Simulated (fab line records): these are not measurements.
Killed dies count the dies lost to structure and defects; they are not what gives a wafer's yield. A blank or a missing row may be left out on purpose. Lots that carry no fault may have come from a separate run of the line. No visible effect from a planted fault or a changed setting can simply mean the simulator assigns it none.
Struck lot and sound lot, side by side	flow n5Finfet	37 steps out of a route of 1938
Sound: these wafers, L986.4, L986.5, L986.6. Struck: wafers L980.3, L980.6. (L980.2 of the same lot was not struck and is left out.) The cause comes at the end.
Order at every step that has rows: each side's tool, ch and its chambers, its first start. Under that, the readings that differ: sound wafers	struck wafers	difference of the means	sigmas: that difference in standard deviations of wafers without a fault.
alike: readings with means less than 2 such deviations apart, plus words and numbers identical on both sides. not compared: withheld readings, readings lacking a value on some wafer, bounds such as >300 that could conceal the same value, and numbers that have no deviation in the record and whose values overlap.
A row with sigmas, a row that says differs or no value, or rows on one side alone: a step with any of these is where the two part. Non-overlapping numbers with no deviation appear without sigmas and do not part them. Lack of a reading on every wafer of one side parts them only where that side has two or more wafers.

first, 8 steps without rows for these wafers: N5_BEOL_M15_SPUTTER_43 (material TaN, target thk 15 nm, time 24.19 s); N5_BEOL_M15_SPUTTER_44 (material Ta, target thk 15 nm, time 24.19 s); N5_BEOL_M15_SPUTTER_45 (material Cu, target thk 100 nm, time 16.67 s); N5_BEOL_M15_ECD_47 (material Cu, target thk 1860 nm); N5_BEOL_M15_ANNEAL_48 (time 90 s); N5_BEOL_M15_CMP_49 (polishes, stops on SiO2, t overpolish 4.9 s, target thk 850 nm); N5_BEOL_M15_PRE_CLEAN_52 (time 15 s); N5_BEOL_M15_DEP_53 (deposits SiCN from 3MS/NH3, target thk 50 nm, time 17.8 s).
N5_PASSIVATION_PECVD_00: deposits SiO2 from SiH4/N2O, target thk 200 nm, time 11.2 s.
  sound on pecvd-01 ch 0,1,2, day 18 18:49; struck on pecvd-02 ch 0, day 16 19:34
reading	sound	struck	difference	sigmas
model.SiO2_of_PASSIVATION_PECVD_00.thkNm (nm)	204 203.4 202.4	309.6 309.2	+106.1	
  alike: heaterPowerW, showerheadPlenumPTorr, susceptorTempC, throttleValvePct
then, 26 steps without rows for these wafers: N5_MIM_BOT_DEGAS_01 (time 60 s); N5_MIM_BOT_SPUTTER_00 (material TiN, target thk 35 nm, time 89.7 s); N5_MIM_TOP_ALD_00 (deposits Al2O3, purge time 3 s, co reactant pulse time 3 s); N5_MIM_TOP_ALD_01 (deposits HfO2, target thk 5.6 nm, pulse time 1 s, purge time 3 s); N5_MIM_TOP_ALD_02 (deposits Al2O3, purge time 3 s, co reactant pulse time 3 s); N5_MIM_TOP_DEGAS_04 (time 60 s); N5_MIM_TOP_SPUTTER_03 (material TiN, target thk 35 nm, time 89.7 s); N5_MIM_TOP_LITHO_HMDS_01 (time 60 s); N5_MIM_TOP_LITHO_COAT_02; N5_MIM_TOP_LITHO_EBR_04; N5_MIM_TOP_LITHO_SOFTBAKE_03 (time 90 s); N5_MIM_TOP_LITHO_EXPOSE_05 (exposes mask MIM TOP, target cd 2000 nm); N5_MIM_TOP_LITHO_PEB_06; N5_MIM_TOP_LITHO_DEVELOP_07 (develop time 60 s); N5_MIM_TOP_LITHO_HARDBAKE_09 (time 120 s); N5_MIM_TOP_LITHO_DESCUM_10 (chemistry O2, time 7.9 s); N5_MIM_TOP_ETCH_ETCH_00 (etches TiN in Cl2/BCl3, target depth 38.5 nm); N5_MIM_TOP_ETCH_STRIP_01 (strips in O2); N5_MIM_TOP_ETCH_PECVD_03 (deposits SiNx from SiH4/NH3/N2, target thk 20 nm, time 17.6 s); N5_MIM_BOT_LITHO_HMDS_01 (time 60 s); N5_MIM_BOT_LITHO_COAT_02; N5_MIM_BOT_LITHO_EBR_04; N5_MIM_BOT_LITHO_SOFTBAKE_03 (time 90 s); N5_MIM_BOT_LITHO_EXPOSE_05 (exposes mask MIM BOT); N5_MIM_BOT_LITHO_PEB_06; N5_MIM_BOT_LITHO_DEVELOP_07 (develop time 60 s).
N5_MIM_BOT_ETCH_ETCH_00: etches TiN in Cl2/BCl3, target depth 45.5 nm.
  sound on rieMetal-02 ch 0,1, day 18 23:07; struck on rieMetal-02 ch 0,1, day 17 01:40
reading	sound	struck	difference	sigmas
model.SiO2_of_PASSIVATION_PECVD_00.thkNm (nm)	201.2 200.8 199.8	307 306.4	+106	
  alike: bcl3FlowSccm, drypumpMotorCurrentA, mfcCl2Sccm, oesProductAu, throttleValvePct
  not compared: rfHoursCounterH
after that, 1 step had no rows for these wafers: N5_PASSIVATION_PROBE_49.

WHERE THEY PART
Nowhere in this record.

WHY: whatever the simulator had introduced
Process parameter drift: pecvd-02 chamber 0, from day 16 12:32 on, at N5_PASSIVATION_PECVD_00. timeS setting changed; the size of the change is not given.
